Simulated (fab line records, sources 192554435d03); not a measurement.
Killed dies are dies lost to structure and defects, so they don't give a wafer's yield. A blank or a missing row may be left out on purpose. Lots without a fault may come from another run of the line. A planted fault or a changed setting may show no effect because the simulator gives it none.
A struck lot beside a sound one | flow n5_finfet | 38 steps out of a route of 1938
Sound: wafers L959.3, L959.4, L959.5. Struck: wafer L963.4. (L963.1 of the same lot was not struck and is left out.) The cause comes at the end.
At each step with rows: each side's tool, then ch and its chambers, then its first start. Under that, the readings that differ: sound wafers | struck wafers | difference of the means | sigmas: that difference in standard deviations of wafers without a fault.
alike: readings whose means differ by less than 2 such deviations, and words and numbers that are the same on both sides. not compared: withheld readings, readings that some wafer has no value for, bounds like >300 that may hide the same value, and numbers for which the record gives no deviation and whose values overlap.
The two part at a step that has a row with sigmas, a row that says differs or no value, or rows on one side only. Numbers that don't overlap but have no deviation are shown without sigmas and don't part them. A reading that every wafer of one side lacks parts them only if that side has two wafers or more.

first, 9 steps without rows for these wafers: N5_BEOL_M4_ANNEAL_95 (time 240 s); N5_BEOL_M4_SPUTTER_96 (material Cu, target thk 4.5 nm, time 8.29 s); N5_BEOL_M4_ECD_50 (material Cu, target thk 300 nm); N5_BEOL_M4_ANNEAL_51 (time 90 s); N5_BEOL_M4_CMP_52 (polishes, stops on SiOC, t overpolish 6.8 s, target thk 40 nm); N5_BEOL_M4_PRE_CLEAN_60 (time 15 s); N5_BEOL_M4_CO_CAP_55 (material Co, precursor CCTBA/H2, target thk 2 nm, time 102.1 s); N5_BEOL_M4_PRE_CLEAN_56 (time 15 s); N5_BEOL_M4_DEP_57 (deposits SiCN from 3MS/NH3, target thk 8 nm, time 14 s).
N5_BEOL_M4_RC_MEAS_101:
  sound on prober-01 ch 0, day 10 01:02; struck on prober-01 ch 0, day 11 04:15
  reading        | sound                | struck | difference | sigmas
  DIBL_N (mV/V)  | 39.7 38.3 38.1       | 32.8   | -5.9       | -4
  IOFF_N (nA/um) | 0.209 0.169 0.169    | 0.117  | -0.065     | -3
  IOFF_P (nA/um) | 0.271 0.232 0.235    | 0.167  | -0.079     | -3
  VT_P (mV)      | -248.5 -246.0 -247.4 | -254.3 | -7.0       | -2
  alike: DIBL_P, ION_N, ION_P, SS_N, SS_P, VT_N
then, 24 steps without rows for these wafers: N5_BEOL_M5_ILD_DEP_00 (deposits SiCOH lowk from DEMS/porogen, target thk 140.64 nm, time 25.9 s); N5_BEOL_M5_CURE_79 (cures SiCOH lowk, time 240 s); N5_BEOL_M5_PECVD_70 (deposits SiO2 from TEOS/O2, target thk 16 nm, time 18 s); N5_BEOL_M5_HM_DEP_02 (deposits TiN, target thk 20 nm); N5_BEOL_M5_COAT_59 (time 60 s, resist thk 60 nm); N5_BEOL_M5_COAT_60 (time 60 s, resist thk 12 nm); N5_BEOL_M5_COAT_71 (time 60 s, resist thk 5 nm); N5_BEOL_M5_COAT_05 (resist thk 30 nm); N5_BEOL_M5_EBR_07; N5_BEOL_M5_SOFTBAKE_06 (time 60 s); N5_BEOL_M5_EXPOSE_08 (exposes mask M5, target cd 28 nm); N5_BEOL_M5_PEB_09 (peb time 60 s); N5_BEOL_M5_DEVELOP_10 (develop time 30 s); N5_BEOL_M5_DESCUM_16 (chemistry O2, time 7 s); N5_BEOL_M5_ETCH_72 (etches underlayer in N2/H2, target depth 6.5 nm, time 5.2 s); N5_BEOL_M5_ETCH_61 (etches SiARC in CF4, target depth 15.6 nm, time 26 s); N5_BEOL_M5_ETCH_62 (etches SOC in N2/H2, target depth 75 nm, overetch 15 nm, time 112.5 s); N5_BEOL_M5_STRIP_63 (strips in N2/H2); N5_BEOL_M5_STRIP_73 (strips in N2/H2); N5_BEOL_M5_STRIP_64 (strips in CF4); N5_BEOL_M5_HM_OPEN_17 (chemistry Cl2/BCl3, target TiN, target depth 20 nm, overetch 6 nm); N5_BEOL_M5_STRIP_19 (strips in O2); N5_BEOL_M5_COAT_65 (time 60 s, resist thk 60 nm); N5_BEOL_M5_COAT_66 (time 60 s, resist thk 12 nm).
N5_BEOL_M7_CMP_52: polishes, stops on SiCOH lowk, t overpolish 6.9 s, target thk 80 nm.
  sound on cmp-01 ch 1,2,3, day 11 01:40; struck on cmp-01 ch 2, day 12 06:35
  reading                      | sound             | struck | difference | sigmas
  barrier_field_endpoint_s (s) | 27.6 29.1 28.8    | 46.9   | +18.4      | +29
  overpolish_run_s (s)         | 6.901 6.904 6.903 | 0.034  | -6.869     | -99 or more
  time_to_endpoint_s (s)       | 60.8 60.9 61.0    | 80.9   | +20.0      | +8
  alike: motor_current_A, slurry_flow_ml_min
N5_BEOL_M7_THK_MEAS_53: measures by xrf.
  sound on film_metro-02, day 11 01:53; struck on film_metro-02, day 12 06:53
  reading     | sound          | struck | difference | sigmas
  M7_THK (nm) | 81.5 78.2 80.2 | 188.3  | +108.3     | +57
N5_BEOL_M7_INSPECT_58: inspects for defects (darkfield).
  sound on defect_inspect-02, day 11 02:02; struck on defect_inspect-01, day 12 07:02
  reading          | sound    | struck | difference | sigmas
  raw_defect_count | 95 50 97 | 1197   | +1116      | +43
-- the record jumps here: 3 days lie between the struck wafers' starts before and after (it left off in module BEOL_M7 and takes up again in module PASSIVATION, whose first step shown is number 1936 of the route) --
N5_PASSIVATION_PROBE_49:
  sound on prober-02, day 14 06:01; struck on prober-02, day 15 09:27
  reading                  | sound          | struck | difference | sigmas
  defect_limited_yield (%) | 89.6 91.4 91.5 | 0      | -91        | -65
  killed_at_M4_up          | 25 12 21       | 1114   | +1095      | +99 or more
  killed_at_other          | 3 0 3          | 8      | +6         | +2
  killed_dies              | 123 101 100    | 1180   | +1072      | +67
  killed_on_rim            | 20 8 14        | 152    | +138       | +36
  sort_n_pass              | 1057 1079 1080 | 0      | -1072      | -67
  sort_yield_pct (%)       | 89.6 91.4 91.5 | 0      | -91        | -65
  alike: killed_at_M0_to_M3, killed_at_contacts, killed_at_front_end, killed_open, killed_short, sort_bin_5_function, sort_bin_6_memory

WHERE THEY PART
First at N5_BEOL_M4_RC_MEAS_101; last, within this record, at N5_PASSIVATION_PROBE_49.

WHY: what the simulator had put in
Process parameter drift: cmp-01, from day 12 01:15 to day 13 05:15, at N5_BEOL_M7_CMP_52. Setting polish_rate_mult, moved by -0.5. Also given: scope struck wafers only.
